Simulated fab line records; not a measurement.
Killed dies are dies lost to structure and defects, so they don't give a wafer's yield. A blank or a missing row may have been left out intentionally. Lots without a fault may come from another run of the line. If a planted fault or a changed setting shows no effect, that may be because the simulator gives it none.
A struck lot beside a sound one / flow n5 finfet / 29 steps out of a route of 1938
Sound: the wafers L339.2, L339.4, L339.6. The struck wafers were L353.3, L353.5, L353.6. Last of all comes the cause.
Per side, at each step with rows, come the tool, then ch with its chambers, and then its first start. Under that, the readings that differ: sound wafers / struck wafers / difference of the means / sigmas: that difference in standard deviations of wafers without a fault.
alike: a reading whose means differ by less than 2 such deviations, as well as words and numbers matching on both sides. not compared: withheld readings; readings where some wafer has no value; bounds like >300 that might hide an equal value; numbers whose values overlap and for which the record gives no deviation.
The two part at a step that has a row with sigmas, a row that says differs or no value, or rows on one side only. Non-overlapping numbers with no deviation appear without sigmas and do not part them. A reading missing from all wafers of one side parts the sides only when that side holds two or more wafers.

first, 3 steps without rows for these wafers: N5_BEOL_M0_SAQP_EXPOSE_11 (exposes mask M0 CORE, target cd 42 nm); N5_BEOL_M0_SAQP_PEB_12 (peb time 60 s); N5_BEOL_M0_SAQP_DEVELOP_13 (develop time 30 s).
N5_BEOL_M0_SAQP_CD_MEAS_14 targets a cd of 42.5 nm.
  sound on cd sem-02 ch 0, day 7 06:20; struck on cd sem-03 ch 0, day 10 09:31
  alike: cd nm
N5_BEOL_M0_SAQP_OVL_MEAS_15:
  sound on overlay-01 ch 0, day 7 06:22; struck on overlay-02 ch 0, day 10 09:32
  alike: M0_CORE_OVL
N5_BEOL_M0_SAQP_INSPECT_16: inspects for defects (brightfield).
  sound on defect inspect-02 at day 7 06:23; struck on defect inspect-01 at day 10 09:34
  alike: raw defect count
N5_BEOL_M0_SAQP_DESCUM_19: chemistry O2, time 7.9 s.
  sound on rie diel-03 ch 0,3, day 7 06:25; struck on rie diel-03 ch 0,1,2, day 10 09:36
  alike: drypump motor current A, o2 flow sccm, oes product au, rf vpp V, showerhead plenum p Torr, throttle valve pct
  not compared: rf hours counter h
N5_BEOL_M0_SAQP_ETCH_83: etches SiARC in CF4, target depth 39 nm, time 65 s.
  sound on rie diel-03 ch 0,3, day 7 06:27; struck on rie diel-03 ch 0,1,2, day 10 09:38
  alike: bias w, cf4 flow sccm, drypump motor current A, etch rf on time s, oes product au, rf vpp V, showerhead plenum p Torr, throttle valve pct
  not compared: rf hours counter h
then, 4 steps without rows for these wafers: N5_BEOL_M0_SAQP_ETCH_84 (etches SOC in N2/H2, target depth 100 nm, overetch 20 nm, time 150 s); N5_BEOL_M0_SAQP_STRIP_80 (strips in N2/H2); N5_BEOL_M0_SAQP_HM_OPEN_112 (chemistry CHF3/O2, target SiO2, stops on a-Si, target depth 12 nm, time 13.5 s); N5_BEOL_M0_SAQP_STRIP_113 (strips in CHF3/O2).
N5_BEOL_M0_SAQP_MANDREL_ETCH_20: etches a-Si in HBr/Cl2, stops on SiNx, target depth 60 nm, bt time 10 s, time 30 s.
  sound on rie si-01 ch 0,1,3, day 7 06:41; struck on rie si-01 ch 0,2,3, day 10 09:53
  no value came back on the struck wafers for any of 6 readings (HBr_flow_sccm (sccm), bias w (W) and others); on the sound wafers HBr_flow_sccm (sccm) reads 150.3 149.7 149.8
reading=model.SOC_of_BEOL_M0_SAQP_COAT_81.thk nm (nm); sound=76.4 75.6 76.6; struck=99.6 99.6 99.4; difference=+23.3; sigmas=
reading=model.SiNx_of_BEOL_M0_SAQP_PECVD_97.thk nm (nm); sound=18.2 18.6 18.6; struck=22.4 23.2 22.8; difference=+4.3; sigmas=
  not compared: rf hours counter h
N5_BEOL_M0_SAQP_STRIP_86: strips in N2/H2.
  sound on rie diel-06 ch 0,2,3, day 7 06:49; struck on rie diel-03 ch 0,1,2, day 10 09:58
  alike: drypump motor current A, oes product au, rf vpp V, showerhead plenum p Torr, throttle valve pct
  not compared: rf hours counter h
then, 2 steps without rows for these wafers: N5_BEOL_M0_SAQP_STRIP_115 (strips in post etch residue remover, time 60 s); N5_BEOL_M0_SAQP_SRD_93 (time 30 s).
N5_BEOL_M0_SAQP_RECESS_114: chemistry HF/NH3, target SiO2, target depth 14.4 nm, afs cycles 3, sublimation time 60 s.
  sound on vapor etch-01 ch 0,1, day 7 06:56; struck on vapor etch-01 ch 0,1, day 10 10:14
  alike: drypump motor current A
then, 1 step without rows for these wafers: N5_BEOL_M0_SAQP_SPACER1_ALD_98 (deposits SiO2, target thk 12.8 nm, pulse time 1 s, purge time 2 s).
N5_BEOL_M0_SAQP_SPACER1_ETCHBACK_99: etches SiO2 in CHF3/O2, target depth 15.4 nm, time 7.7 s.
  sound on rie diel-02 ch 1,2,3, day 7 07:52; struck on rie diel-02 ch 0,2,3, day 10 10:58
reading=oes product au (a.u.); sound=0.91 0.64 0.78; struck=0.34 0.32 0.34; difference=-0.44; sigmas=-4
  alike: O2_flow_sccm, bias w, drypump motor current A, rf vpp V, showerhead plenum p Torr, throttle valve pct
  not compared: rf hours counter h
then, 1 step without rows for these wafers: N5_BEOL_M0_SAQP_MANDREL1_REMOVE_100 (chemistry HBr/Cl2/O2, target a-Si, stops on SiNx, bt time 10 s).
N5_BEOL_M0_SAQP_CD_MEAS_25 targets a cd of 13.1 nm.
  sound on cd sem-01 ch 0, day 7 08:04; struck on cd sem-02 ch 0, day 10 11:10
reading=cd nm (nm); sound=12.60 12.29 12.85; struck=- - -; difference=no value on the struck wafers; sigmas=
then, 1 step without rows for these wafers: N5_BEOL_M0_SAQP_ETCH_101 (etches SiNx in CH3F/O2, target depth 29.9 nm, time 42.7 s).
N5_BEOL_M0_SAQP_ETCH_102: etches SiO2 in CF4, target depth 4 nm, time 4.4 s.
  sound on rie si-01 ch 0,2,3, day 7 08:12; struck on rie si-01 ch 0,3, day 10 11:19
  alike: bias w, cf4 flow sccm, drypump motor current A, he backside leak sccm, oes product au, throttle valve pct
  not compared: rf hours counter h
then, 3 steps without rows for these wafers: N5_BEOL_M0_SAQP_MANDREL_ETCH_103 (etches a-Si in HBr/Cl2, stops on SiCN, target depth 45 nm, bt time 10 s, time 27 s); N5_BEOL_M0_SAQP_RECESS_104 (chemistry HF/NH3, target SiO2, target depth 18 nm, afs cycles 3, sublimation time 60 s); N5_BEOL_M0_SAQP_COAT_105 (time 60 s, resist thk 100 nm).
N5_BEOL_M0_SAQP_ETCH_106: etches SOC in N2/H2, stops on SiNx, target depth 150 nm.
  sound on rie diel-03 ch 0,3, day 7 08:47; struck on rie diel-03 ch 0,1, day 10 11:52
reading=model.SiNx_of_BEOL_M0_SAQP_PECVD_97.thk nm (nm); sound=15.2 15.6 15.6; struck=19.4 20.2 20; difference=+4.4; sigmas=
  alike: bias w, chamber pressure mTorr, drypump motor current A, oes product au, rf vpp V, showerhead plenum p Torr, throttle valve pct
  not compared: rf hours counter h
then, 1 step without rows for these wafers: N5_BEOL_M0_SAQP_ETCH_107 (etches SiNx in CH3F/O2, target depth 30 nm).
N5_BEOL_M4_RC_MEAS_101:
  the record has rows for the sound wafers here (prober-02 ch 0, day 10 10:33) and none for the struck ones

== WHERE THEY PART ==
At N5_BEOL_M0_SAQP_MANDREL_ETCH_20 first; at N5_BEOL_M4_RC_MEAS_101 last (within this record only).

WHY: what the simulator had put in
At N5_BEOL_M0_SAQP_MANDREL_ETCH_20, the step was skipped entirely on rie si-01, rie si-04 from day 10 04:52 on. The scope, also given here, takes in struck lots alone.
